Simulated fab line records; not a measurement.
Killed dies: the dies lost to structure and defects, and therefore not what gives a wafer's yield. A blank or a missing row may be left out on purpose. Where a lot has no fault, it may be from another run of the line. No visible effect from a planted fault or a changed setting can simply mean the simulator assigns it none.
fab line records + flow n5-finfet
[record]
- lots = 7
- wafers = 21
route steps=1938 shown BEOL_M2@844 BEOL_M4@1047 BEOL_M6@1204
start-h: hours from the record's first day to the start of the lot's first wafer shown + wait-h: hours elapsed since this lot's preceding step + " as in the row above + L1.1+2: one row covering several wafers at once + - no value, or no start was given + * or withheld: withheld + < > ~ a bound
route shown NAME@n: names a module that has steps shown in the file, with the first one's number in the route + usual: average and standard deviation across the fault-free wafers + same: alike in all rows + chamber/n: place in a boat + sites: the reading at each site + _std_site: standard deviation of those values + _edge_site: inner sites' mean taken away from outer sites' mean + radius-mm: how far each site lies from the wafer's centre + mask NAME#n: copy n + behind: the most recent tool/chamber to have shaped the wafer + hold: the reason the lot was held/the length of the hold in hours/how it ended + device: the transistor (n, p or np) that didn't switch + end of line: at the end of the route, the tests of the same wafers + step lacking rows: just its recipe + killed: the dies lost at the first sort to structure and to defects; this is not the yield of the wafer + map: shows each die of a wafer: x if killed, . if not, _ if none is there
set.NAME: the setting that was run; set.NAME@STEP: the one run at that earlier step + model.NAME: the simulator's own value behind a step, which no gauge read
one table per step and one row per wafer, for lots whose settings were changed on purpose
[[steps]]
[step N5_BEOL_M2_HM_DEP_02]
[recipe]
- material = TiN
- target-thk-a = 200
- temp-c = 25
- chamber-pressure-pa = 0.49996
| lot.wafer | tool           | chamber | start-h | wait-h | set.target-thk-a | model.TiN_of_BEOL_M2_HM_DEP_02.thk-nm |
|-----------|----------------|---------|---------|--------|------------------|---------------------------------------|
| L074.2+5  | pvd-sputter-03 | -       | 135.21  | 0.6    | 200              | 20                                    |
| L074.4    | "              | -       | "       | "      | 200              | 20.2                                  |
| L076.1    | pvd-sputter-03 | -       | 146.59  | 2.2    | 200              | 20                                    |
| L076.2+6  | "              | -       | "       | "      | 184              | 18.4                                  |
| L077.2    | pvd-sputter-02 | -       | 154.85  | 1.0    | 185.1            | 18.6                                  |
| L077.4    | "              | -       | "       | "      | 185.1            | 18.4                                  |
| L077.6    | "              | -       | "       | "      | 200              | 20                                    |
| L082.2+4  | pvd-sputter-01 | -       | 198.62  | 0.0    | 200              | 19.8                                  |
| L082.3    | "              | -       | "       | "      | 200              | 20                                    |
| L083.1    | pvd-sputter-03 | -       | 200.94  | 1.8    | 200              | 19.6                                  |
| L083.3    | "              | -       | "       | "      | 183.1            | 18                                    |
| L083.4    | "              | -       | "       | "      | 200              | 19.4                                  |
| L090.1    | pvd-sputter-01 | -       | 236.78  | 0.8    | 200              | 20.2                                  |
| L090.2    | "              | -       | "       | "      | 193.1            | 19.2                                  |
| L090.6    | "              | -       | "       | "      | 200              | 19.8                                  |
| L095.1+6  | pvd-sputter-02 | -       | 270.92  | 2.2    | 200              | 20.2                                  |
| L095.4    | "              | -       | "       | "      | 200              | 20                                    |
[step N5_BEOL_M2_COAT_61]
[recipe]
- resist = SOC
- temp-c = 250
- time-s = 60
- spin-rpm = 1500
- resist-thk-nm = 60
[step N5_BEOL_M2_COAT_62]
[recipe]
- resist = SiARC
- temp-c = 220
- time-s = 60
- spin-rpm = 1500
- resist-thk-nm = 12
[step N5_BEOL_M2_STRIP_75]
[recipe]
- chemistry = N2/H2
- temp-c = 40
- n2-flow-sccm = 200
- h2-flow-sccm = 200
- rf-frequency-hz = 6e+07
[step N5_BEOL_M2_STRIP_66]
[recipe]
- chemistry = CF4
- resist = SiARC
- power-w = 300
- bias-power-w = 75
- pressure-mtorr = 50
- cf4-flow-sccm = 150
- rf-frequency-hz = 6e+07
[step N5_BEOL_M2_HM_OPEN_17]
[recipe]
- chemistry = Cl2/BCl3
- target-depth-a = 200
- overetch-a = 60
- target = TiN
- mask-material = SOC
- ion-energy-ev = 150
- pressure-mtorr = 10
- icp-w = 1000
- bias-w = 126
- Cl2_flow_sccm = 53.25
- bcl3-flow-sccm = 21.75
- Ar_flow_sccm = 25
| lot.wafer | tool         | chamber | start-h | wait-h | set.target-thk-a@BEOL_M2_HM_DEP_02 | model.etch.depth-nm |
|-----------|--------------|---------|---------|--------|------------------------------------|---------------------|
| L074.2    | rie-metal-02 | 0       | 136.10  | 0.0    | 200                                | 19.91               |
| L074.4    | "            | 0       | "       | "      | 200                                | 20.23               |
| L074.5    | "            | 1       | "       | "      | 200                                | 20.05               |
| L076.1    | rie-metal-03 | 1       | 147.36  | 0.0    | 200                                | 20.09               |
| L076.2    | "            | 0       | "       | "      | 184                                | 18.32               |
| L076.6    | "            | 0       | "       | "      | 184                                | 18.35               |
| L077.2    | rie-metal-02 | 0       | 158.02  | 0.4    | 185.1                              | 18.66               |
| L077.4    | "            | 1       | "       | "      | 185.1                              | 18.43               |
| L077.6    | "            | 0       | "       | "      | 200                                | 19.95               |
| L082.2    | rie-metal-02 | 1       | 199.39  | 0.0    | 200                                | 19.81               |
| L082.3    | "            | 0       | "       | "      | 200                                | 19.96               |
| L082.4    | "            | 1       | "       | "      | 200                                | 19.73               |
| L083.1    | rie-metal-01 | 0       | 202.23  | 0.1    | 200                                | 19.68               |
| L083.3    | "            | 1       | "       | "      | 183.1                              | 18.06               |
| L083.4    | "            | 0       | "       | "      | 200                                | 19.41               |
| L090.1    | rie-metal-01 | 1       | 237.56  | 0.0    | 200                                | 20.17               |
| L090.2    | "            | 0       | "       | "      | 193.1                              | 19.12               |
| L090.6    | "            | 1       | "       | "      | 200                                | 19.86               |
| L095.1    | rie-metal-02 | 0       | 271.94  | 0.0    | 200                                | 20.14               |
| L095.4    | "            | 1       | "       | "      | 200                                | 20.04               |
| L095.6    | "            | 1       | "       | "      | 200                                | 20.12               |
[step N5_BEOL_M2_STRIP_19]
[recipe]
- chemistry = O2
- power-w = 400
- temp-c = 40
- pressure-mtorr = 30
- rf-frequency-hz = 6e+07
- bias-power-w = 0
- overash-fraction = 0.2
- o2-flow-sccm = 225
[step N5_BEOL_M2_STRIP_83]
[recipe]
- chemistry = C4F6/O2
- resist = SiARC
- rf-frequency-hz = 6e+07
[step N5_BEOL_M2_STRIP_36]
[recipe]
- chemistry = N2/H2
- power-w = 450
- temp-c = 40
- pressure-mtorr = 20
- rf-frequency-hz = 6e+07
- overash-fraction = 0.3
- bias-power-w = 7
- h2-frac = 0.5
- n2-flow-sccm = 200
- h2-flow-sccm = 200
[step N5_BEOL_M2_TRENCH_ETCH_37]
[recipe]
- chemistry = C4F6/O2
- target-depth-a = 555.55
- target = SiOC
- time-s = 29.2
- ion-energy-ev = 250
- pressure-mtorr = 30
- source-w = 355
- bias-w = 185
- Ar_flow_sccm = 300
- C4F6_flow_sccm = 10
- O2_flow_sccm = 10
| lot.wafer  | tool        | chamber | start-h | wait-h | set.target-thk-a@BEOL_M2_HM_DEP_02 | model.TiN_of_BEOL_M2_HM_DEP_02.thk-nm |
|------------|-------------|---------|---------|--------|------------------------------------|---------------------------------------|
| L074.2     | rie-diel-02 | 3       | -       | -      | 200                                | 17.6                                  |
| L074.4     | "           | 3       | "       | "      | 200                                | 18                                    |
| L074.5     | "           | 1       | "       | "      | 200                                | 17.8                                  |
| L076.1     | rie-diel-02 | 0       | -       | -      | 200                                | 17.6                                  |
| L076.2+6   | "           | 2       | "       | "      | 184                                | 16                                    |
| L077.2     | rie-diel-01 | 1       | -       | -      | 185.1                              | 16.2                                  |
| L077.4     | "           | 1       | "       | "      | 185.1                              | 16                                    |
| L077.6     | "           | 3       | "       | "      | 200                                | 17.6                                  |
| L082.2+4   | rie-diel-01 | 0,2     | -       | -      | 200                                | 17.4                                  |
| L082.3     | "           | 3       | "       | "      | 200                                | 17.6                                  |
| L083.1     | rie-diel-02 | 3       | -       | -      | 200                                | 17.4                                  |
| L083.3     | "           | 0       | "       | "      | 183.1                              | 15.6                                  |
| L083.4     | "           | 1       | "       | "      | 200                                | 17                                    |
| L090.1     | rie-diel-01 | 3       | -       | -      | 200                                | 17.8                                  |
| L090.2     | "           | 1       | "       | "      | 193.1                              | 16.8                                  |
| L090.6     | "           | 1       | "       | "      | 200                                | 17.6                                  |
| L095.1+4+6 | rie-diel-01 | 2,1,2   | -       | -      | 200                                | 17.8                                  |
[step N5_BEOL_M4_COAT_67]
[recipe]
- resist = SOC
- temp-c = 250
- time-s = 60
- spin-rpm = 1500
- resist-thk-nm = 60
| lot.wafer  | tool           | chamber | start-h | wait-h | set.spin-rpm | model.SOC_of_BEOL_M4_COAT_67.thk-nm |
|------------|----------------|---------|---------|--------|--------------|-------------------------------------|
| L074.2     | litho-track-04 | 0       | 160.95  | 0.0    | 1500         | 60                                  |
| L074.4     | "              | 0       | "       | "      | 1628         | 57.8                                |
| L074.5     | "              | 0       | "       | "      | 1500         | 60.2                                |
| L076.1     | litho-track-02 | 0       | 183.05  | 0.0    | 1500         | 60                                  |
| L076.2+6   | "              | 0       | "       | "      | 1500         | 59.8                                |
| L077.2     | litho-track-04 | 0       | 202.63  | 0.0    | 1656         | 57                                  |
| L077.4     | "              | 0       | "       | "      | 1656         | 57.2                                |
| L077.6     | "              | 0       | "       | "      | 1500         | 60                                  |
| L082.2     | litho-track-02 | 0       | 230.03  | 0.0    | 1559         | 58.8                                |
| L082.3     | "              | 0       | "       | "      | 1500         | 60                                  |
| L082.4     | "              | 0       | "       | "      | 1559         | 59                                  |
| L083.1     | litho-track-04 | 0       | 232.79  | 0.0    | 1500         | 60                                  |
| L083.3     | "              | 0       | "       | "      | 1500         | 60.2                                |
| L083.4     | "              | 0       | "       | "      | 1595         | 58                                  |
| L090.1     | litho-track-04 | 0       | 268.26  | 0.0    | 1500         | 59.8                                |
| L090.2+6   | "              | 0       | "       | "      | 1500         | 60                                  |
| L095.1+4+6 | litho-track-02 | 0       | 301.64  | 0.0    | 1500         | 60                                  |
[step N5_BEOL_M4_DESCUM_33]
[recipe]
- chemistry = O2
- time-s = 7
- source-power-w = 50
- bias-power-w = 20
- pressure-mtorr = 20
- rf-frequency-hz = 2.712e+07
- temp-c = 40
- resist = CAR-EUV
- o2-flow-sccm = 225
| lot.wafer  | tool        | chamber | start-h | wait-h | set.time-s | model.CAR-EUV_of_BEOL_M4_COAT_22.thk-nm |
|------------|-------------|---------|---------|--------|------------|-----------------------------------------|
| L074.2     | rie-diel-02 | 3       | 162.48  | 1.0    | 7          | 26.2                                    |
| L074.4+5   | "           | 0,1     | "       | "      | 6.54       | 26.4                                    |
| L076.1+2+6 | rie-diel-01 | 2,1,2   | 183.50  | 0.0    | 5.73       | 26.6                                    |
| L077.2     | rie-diel-03 | 3       | 203.08  | 0.0    | 8.38       | 25.6                                    |
| L077.4     | "           | 0       | "       | "      | 7          | 26.2                                    |
| L077.6     | "           | 3       | "       | "      | 8.38       | 25.4                                    |
| L082.2     | rie-diel-01 | 1       | 230.56  | 0.0    | 7          | 26.2                                    |
| L082.3+4   | "           | 0,3     | "       | "      | 6.151      | 26.6                                    |
| L083.1+4   | rie-diel-03 | 2,1     | 233.56  | 0.3    | 7.922      | 25.6                                    |
| L083.3     | "           | 1       | "       | "      | 7          | 26                                      |
| L090.1+6   | rie-diel-03 | 3,1     | 268.79  | 0.0    | 6.434      | 26.4                                    |
| L090.2     | "           | 0       | "       | "      | 7          | 26                                      |
| L095.1+4+6 | rie-diel-03 | 3,0,1   | 302.04  | 0.0    | 7          | 26                                      |
[step N5_BEOL_M4_ETCH_77]
[recipe]
- chemistry = N2/H2
- target = underlayer
- target-depth-a = 65
- mask-material = CAR-EUV
- time-s = 5.2
- ion-energy-ev = 200
- pressure-mtorr = 30
- source-w = 840
- bias-w = 150
- n2-flow-sccm = 200
- h2-flow-sccm = 200
- ends = cleared
| lot.wafer  | tool        | chamber | start-h | wait-h | set.time-s@BEOL_M4_DESCUM_33 | model.CAR-EUV_of_BEOL_M4_COAT_22.thk-nm |
|------------|-------------|---------|---------|--------|------------------------------|-----------------------------------------|
| L074.2     | rie-diel-02 | 3       | 162.51  | 0.0    | 7                            | 20.4                                    |
| L074.4+5   | "           | 0,1     | "       | "      | 6.54                         | 20.6                                    |
| L076.1+2+6 | rie-diel-01 | 2,1,2   | 183.53  | 0.0    | 5.73                         | 20.8                                    |
| L077.2+6   | rie-diel-03 | 3       | 203.11  | 0.0    | 8.38                         | 19.8                                    |
| L077.4     | "           | 0       | "       | "      | 7                            | 20.4                                    |
| L082.2     | rie-diel-01 | 1       | 230.60  | 0.0    | 7                            | 20.6                                    |
| L082.3+4   | "           | 0,3     | "       | "      | 6.151                        | 20.8                                    |
| L083.1+4   | rie-diel-03 | 2,1     | 233.59  | 0.0    | 7.922                        | 19.8                                    |
| L083.3     | "           | 1       | "       | "      | 7                            | 20.2                                    |
| L090.1     | rie-diel-03 | 3       | 268.83  | 0.0    | 6.434                        | 20.8                                    |
| L090.2     | "           | 0       | "       | "      | 7                            | 20.4                                    |
| L090.6     | "           | 1       | "       | "      | 6.434                        | 20.6                                    |
| L095.1+4+6 | rie-diel-03 | 3,0,1   | 302.08  | 0.0    | 7                            | 20.4                                    |
[step N5_BEOL_M4_ETCH_69]
[recipe]
- chemistry = CF4
- target = SiARC
- target-depth-a = 156
- mask-material = CAR-EUV
- time-s = 26
- ion-energy-ev = 80
- pressure-mtorr = 40
- source-w = 545
- bias-w = 36
- Ar_flow_sccm = 100
- cf4-flow-sccm = 100
- ends = cleared
| lot.wafer  | tool        | chamber | start-h | wait-h | set.time-s@BEOL_M4_DESCUM_33 | model.CAR-EUV_of_BEOL_M4_COAT_22.thk-nm |
|------------|-------------|---------|---------|--------|------------------------------|-----------------------------------------|
| L074.2     | rie-diel-02 | 3       | 162.53  | 0.0    | 7                            | 11.2                                    |
| L074.4+5   | "           | 0,1     | "       | "      | 6.54                         | 11.4                                    |
| L076.1+2+6 | rie-diel-01 | 2,1,2   | 183.55  | 0.0    | 5.73                         | 11.6                                    |
| L077.2     | rie-diel-03 | 3       | 203.13  | 0.0    | 8.38                         | 10.6                                    |
| L077.4     | "           | 0       | "       | "      | 7                            | 11.2                                    |
| L077.6     | "           | 3       | "       | "      | 8.38                         | 10.4                                    |
| L082.2     | rie-diel-01 | 1       | 230.62  | 0.0    | 7                            | 11.2                                    |
| L082.3+4   | "           | 0,3     | "       | "      | 6.151                        | 11.6                                    |
| L083.1+4   | rie-diel-03 | 2,1     | 233.61  | 0.0    | 7.922                        | 10.6                                    |
| L083.3     | "           | 1       | "       | "      | 7                            | 11                                      |
| L090.1     | rie-diel-03 | 3       | 268.84  | 0.0    | 6.434                        | 11.6                                    |
| L090.2     | "           | 0       | "       | "      | 7                            | 11.2                                    |
| L090.6     | "           | 1       | "       | "      | 6.434                        | 11.4                                    |
| L095.1+4+6 | rie-diel-03 | 3,0,1   | 302.10  | 0.0    | 7                            | 11                                      |
[step N5_BEOL_M4_ALD_98]
[recipe]
- material = SiO2
- target-thk-a = 25
- temp-c = 100
- ald-precursor-family = BDEAS
- ald-co-reactant = O2-plasma
- pulse-time-s = 1
- co-reactant-pulse-time-s = 1
- purge-time-s = 2
- co-reactant-purge-time-s = 2
- ald-cycles = 17
- pressure-torr = 2
[step N5_BEOL_M4_ETCHBACK_99]
[recipe]
- chemistry = CHF3
- target = SiO2
- target-depth-a = 50
- time-s = 10.4
- source-w = 215
- bias-w = 47
- Ar_flow_sccm = 200
- CHF3_flow_sccm = 12
- ion-energy-ev = 100
- pressure-mtorr = 30
| lot.wafer  | tool        | chamber | start-h | wait-h | set.time-s@BEOL_M4_DESCUM_33 | model.CAR-EUV_of_BEOL_M4_COAT_22.thk-nm |
|------------|-------------|---------|---------|--------|------------------------------|-----------------------------------------|
| L074.2     | rie-diel-02 | 3       | 177.79  | 15.1   | 7                            | 10.4                                    |
| L074.4+5   | "           | 0,2     | "       | "      | 6.54                         | 10.6                                    |
| L076.1+2   | rie-diel-03 | 2,3     | 201.07  | 17.1   | 5.73                         | 11                                      |
| L076.6     | "           | 1       | "       | "      | 5.73                         | 10.8                                    |
| L077.2+6   | rie-diel-01 | 2       | 204.01  | 0.8    | 8.38                         | 9.8                                     |
| L077.4     | "           | 3       | "       | "      | 7                            | 10.4                                    |
| L082.2     | rie-diel-02 | 1       | 237.81  | 7.1    | 7                            | 10.6                                    |
| L082.3+4   | "           | 2,0     | "       | "      | 6.151                        | 11                                      |
| L083.1+4   | rie-diel-02 | 3       | 242.88  | 8.9    | 7.922                        | 10                                      |
| L083.3     | "           | 1       | "       | "      | 7                            | 10.4                                    |
| L090.1     | rie-diel-02 | 1       | 296.38  | 27.3   | 6.434                        | 10.8                                    |
| L090.2     | "           | 2       | "       | "      | 7                            | 10.4                                    |
| L090.6     | "           | 0       | "       | "      | 6.434                        | 10.6                                    |
| L095.1+4+6 | rie-diel-03 | 2,1,3   | 307.50  | 5.1    | 7                            | 10.4                                    |
[step N5_BEOL_M4_ETCH_70]
[recipe]
- chemistry = N2/H2
- target = SOC
- target-depth-a = 800
- overetch-a = 240
- mask-material = SiARC
- temp-c = 40
- time-s = 130
- ion-energy-ev = 200
- pressure-mtorr = 30
- source-w = 840
- bias-w = 150
- n2-flow-sccm = 200
- h2-flow-sccm = 200
| lot.wafer | tool        | chamber | start-h | wait-h | set.spin-rpm@BEOL_M4_COAT_67 | model.etch.depth-nm |
|-----------|-------------|---------|---------|--------|------------------------------|---------------------|
| L074.2    | rie-diel-02 | 3       | 177.82  | 0.0    | 1500                         | 60.03               |
| L074.4    | "           | 0       | "       | "      | 1628                         | 57.73               |
| L074.5    | "           | 2       | "       | "      | 1500                         | 60.19               |
| L076.1    | rie-diel-03 | 2       | 201.11  | 0.0    | 1500                         | 59.92               |
| L076.2    | "           | 3       | "       | "      | 1500                         | 59.89               |
| L076.6    | "           | 1       | "       | "      | 1500                         | 59.75               |
| L077.2    | rie-diel-01 | 2       | 204.05  | 0.0    | 1656                         | 56.96               |
| L077.4    | "           | 3       | "       | "      | 1656                         | 57.19               |
| L077.6    | "           | 2       | "       | "      | 1500                         | 59.97               |
| L082.2    | rie-diel-02 | 1       | 237.84  | 0.0    | 1559                         | 58.81               |
| L082.3    | "           | 2       | "       | "      | 1500                         | 59.99               |
| L082.4    | "           | 0       | "       | "      | 1559                         | 59.02               |
| L083.1    | rie-diel-02 | 3       | 242.92  | 0.0    | 1500                         | 60                  |
| L083.3    | "           | 1       | "       | "      | 1500                         | 60.21               |
| L083.4    | "           | 3       | "       | "      | 1595                         | 58.05               |
| L090.1    | rie-diel-02 | 1       | 296.42  | 0.0    | 1500                         | 59.74               |
| L090.2    | "           | 2       | "       | "      | 1500                         | 59.99               |
| L090.6    | "           | 0       | "       | "      | 1500                         | 60.09               |
| L095.1    | rie-diel-03 | 2       | 307.53  | 0.0    | 1500                         | 60.05               |
| L095.4    | "           | 1       | "       | "      | 1500                         | 59.97               |
| L095.6    | "           | 3       | "       | "      | 1500                         | 59.98               |
[step N5_BEOL_M4_STRIP_71]
[recipe]
- chemistry = N2/H2
- temp-c = 40
- n2-flow-sccm = 200
- h2-flow-sccm = 200
- rf-frequency-hz = 6e+07
[step N5_BEOL_M4_STRIP_78]
[recipe]
- chemistry = N2/H2
- temp-c = 40
- n2-flow-sccm = 200
- h2-flow-sccm = 200
- rf-frequency-hz = 6e+07
[step N5_BEOL_M4_VIA_ETCH_34]
[recipe]
- chemistry = C4F6/O2
- target-depth-a = 694
- mask-material = SOC
- pressure-mtorr = 15
- ion-energy-ev = 250
- taper-deg = 4
- time-s = 65.9
- source-w = 350
- bias-w = 170
- Ar_flow_sccm = 300
- C4F6_flow_sccm = 10
- O2_flow_sccm = 10
| lot.wafer | tool        | chamber | start-h | wait-h | set.spin-rpm@BEOL_M4_COAT_67 | model.SOC_of_BEOL_M4_COAT_67.thk-nm |
|-----------|-------------|---------|---------|--------|------------------------------|-------------------------------------|
| L074.2    | rie-diel-02 | 3       | 177.93  | 0.0    | 1500                         | 51.8                                |
| L074.4    | "           | 0       | "       | "      | 1628                         | 49.4                                |
| L074.5    | "           | 2       | "       | "      | 1500                         | 52                                  |
| L076.1    | rie-diel-03 | 2       | 201.21  | 0.0    | 1500                         | 51.6                                |
| L076.2    | "           | 3       | "       | "      | 1500                         | 52.2                                |
| L076.6    | "           | 1       | "       | "      | 1500                         | 51.4                                |
| L077.2+4  | rie-diel-01 | 2,3     | 204.15  | 0.0    | 1656                         | 49                                  |
| L077.6    | "           | 2       | "       | "      | 1500                         | 52                                  |
| L082.2+4  | rie-diel-02 | 1,0     | 237.95  | 0.0    | 1559                         | 50.8                                |
| L082.3    | "           | 2       | "       | "      | 1500                         | 51.8                                |
| L083.1+3  | rie-diel-02 | 3,1     | 243.02  | 0.0    | 1500                         | 52                                  |
| L083.4    | "           | 3       | "       | "      | 1595                         | 50                                  |
| L090.1    | rie-diel-02 | 1       | 296.53  | 0.0    | 1500                         | 51.6                                |
| L090.2    | "           | 2       | "       | "      | 1500                         | 51.8                                |
| L090.6    | "           | 0       | "       | "      | 1500                         | 52                                  |
| L095.1    | rie-diel-03 | 2       | 307.64  | 0.0    | 1500                         | 52                                  |
| L095.4+6  | "           | 1,3     | "       | "      | 1500                         | 51.8                                |
[step N5_BEOL_M6_EXPOSE_08]
[recipe]
- mask-id = M6
- na = 1.35
- source-shape = dipole
- sigma-inner = 0.817
- sigma-outer = 0.97
- polarization = te
- dose-mj = 68.25
| lot.wafer  | tool            | chamber | start-h | wait-h | mask | set.dose-mj |
|------------|-----------------|---------|---------|--------|------|-------------|
| L074.2+4+5 | arfi-scanner-01 | 0       | 198.40  | -      | M6#0 | 68.25       |
| L076.1     | arfi-scanner-01 | 0       | 221.44  | -      | M6#0 | 68.25       |
| L076.2+6   | "               | 0       | "       | "      | M6#0 | 64.26       |
| L077.2+4+6 | arfi-scanner-03 | 0       | 224.60  | -      | M6#0 | 68.25       |
| L082.2     | arfi-scanner-02 | 0       | 259.61  | -      | M6#0 | 65.06       |
| L082.3+4   | "               | 0       | "       | "      | M6#0 | 68.25       |
| L083.1+3+4 | arfi-scanner-01 | 0       | 263.20  | -      | M6#0 | 68.25       |
| L090.1+6   | arfi-scanner-03 | 0       | 317.50  | -      | M6#0 | 71.87       |
| L090.2     | "               | 0       | "       | "      | M6#0 | 68.25       |
| L095.1+4+6 | arfi-scanner-03 | 0       | 326.39  | -      | M6#0 | 68.25       |
[step N5_BEOL_M6_PEB_09]
[recipe]
- peb-temp-c = withheld
- peb-time-s = 60
- resist = CAR-ArF
[step N5_BEOL_M6_DEVELOP_10]
[recipe]
- develop-time-s = 30
- developer = TMAH
- resist = CAR-ArF
- rinse-liquid = diw
- dry = air-spin
- dev-temp-c = 23
[step N5_BEOL_M6_CD_MEAS_11]
[recipe]
- target-cd-nm = 38.5
- landing-energy-ev = 500
- detector = se-inlens
- polarity = opening
[usual]
- cd-nm = 38.6/0.46
| lot.wafer | tool      | chamber | start-h | wait-h | set.dose-mj@BEOL_M6_EXPOSE_08 | cd-nm |
|-----------|-----------|---------|---------|--------|-------------------------------|-------|
| L074.2    | cd-sem-03 | 0       | 198.52  | -      | 68.25                         | 38.6  |
| L074.4    | "         | 0       | "       | "      | 68.25                         | 39.1  |
| L074.5    | "         | 0       | "       | "      | 68.25                         | 38.4  |
| L076.1    | cd-sem-02 | 0       | 221.57  | -      | 68.25                         | 38.5  |
| L076.2    | "         | 0       | "       | "      | 64.26                         | 35.3  |
| L076.6    | "         | 0       | "       | "      | 64.26                         | 35.8  |
| L077.2    | cd-sem-02 | 0       | 224.73  | -      | 68.25                         | 39.1  |
| L077.4    | "         | 0       | "       | "      | 68.25                         | 38.3  |
| L077.6    | "         | 0       | "       | "      | 68.25                         | 38.4  |
| L082.2    | cd-sem-03 | 0       | 259.73  | -      | 65.06                         | 36.2  |
| L082.3    | "         | 0       | "       | "      | 68.25                         | 38.4  |
| L082.4    | "         | 0       | "       | "      | 68.25                         | 38.8  |
| L083.1    | cd-sem-01 | 0       | 263.33  | -      | 68.25                         | 38.9  |
| L083.3    | "         | 0       | "       | "      | 68.25                         | 39.1  |
| L083.4    | "         | 0       | "       | "      | 68.25                         | 39.0  |
| L090.1    | cd-sem-03 | 0       | 317.63  | -      | 71.87                         | 41.2  |
| L090.2    | "         | 0       | "       | "      | 68.25                         | 38.1  |
| L090.6    | "         | 0       | "       | "      | 71.87                         | 40.9  |
| L095.1    | cd-sem-03 | 0       | 326.52  | -      | 68.25                         | 38.5  |
| L095.4    | "         | 0       | "       | "      | 68.25                         | 38.8  |
| L095.6    | "         | 0       | "       | "      | 68.25                         | 38.0  |
[[key]]
[split]
- step = N5_BEOL_M2_HM_DEP_02
- setting = target-thk-a
- stated = 200
- by = wafer
[response]
- step = N5_BEOL_M2_HM_DEP_02
- reading = model.TiN_of_BEOL_M2_HM_DEP_02.thk-nm
- change = +0.194
- per = 1%
- r = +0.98
[response]
- step = N5_BEOL_M2_HM_OPEN_17
- reading = model.etch.depth-nm
- change = +0.198
- per = 1%
- r = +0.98
[response]
- step = N5_BEOL_M2_TRENCH_ETCH_37
- reading = model.TiN_of_BEOL_M2_HM_DEP_02.thk-nm
- change = +0.2
- per = 1%
- r = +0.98
[split]
- step = N5_BEOL_M4_COAT_67
- setting = spin-rpm
- stated = 1500
- by = wafer
[response]
- step = N5_BEOL_M4_COAT_67
- reading = model.SOC_of_BEOL_M4_COAT_67.thk-nm
- change = -0.285
- per = 1%
- r = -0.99
[response]
- step = N5_BEOL_M4_ETCH_70
- reading = model.etch.depth-nm
- change = -0.286
- per = 1%
- r = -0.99
[response]
- step = N5_BEOL_M4_VIA_ETCH_34
- reading = model.SOC_of_BEOL_M4_COAT_67.thk-nm
- change = -0.292
- per = 1%
- r = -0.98
[split]
- step = N5_BEOL_M4_DESCUM_33
- setting = time-s
- stated = 7
- by = wafer
[response]
- step = N5_BEOL_M4_DESCUM_33
- reading = model.CAR-EUV_of_BEOL_M4_COAT_22.thk-nm
- change = -0.0348
- per = 1%
- r = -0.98
[response]
- step = N5_BEOL_M4_ETCH_77
- reading = model.CAR-EUV_of_BEOL_M4_COAT_22.thk-nm
- change = -0.0284
- per = 1%
- r = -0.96
[response]
- step = N5_BEOL_M4_ETCH_69
- reading = model.CAR-EUV_of_BEOL_M4_COAT_22.thk-nm
- change = -0.0338
- per = 1%
- r = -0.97
[response]
- step = N5_BEOL_M4_ETCHBACK_99
- reading = model.CAR-EUV_of_BEOL_M4_COAT_22.thk-nm
- change = -0.0314
- per = 1%
- r = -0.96
[split]
- step = N5_BEOL_M6_EXPOSE_08
- setting = dose-mj
- stated = 68.25
- by = wafer
[response]
- step = N5_BEOL_M6_CD_MEAS_11
- reading = cd-nm
- change = +0.524
- per = 1%
- r = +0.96
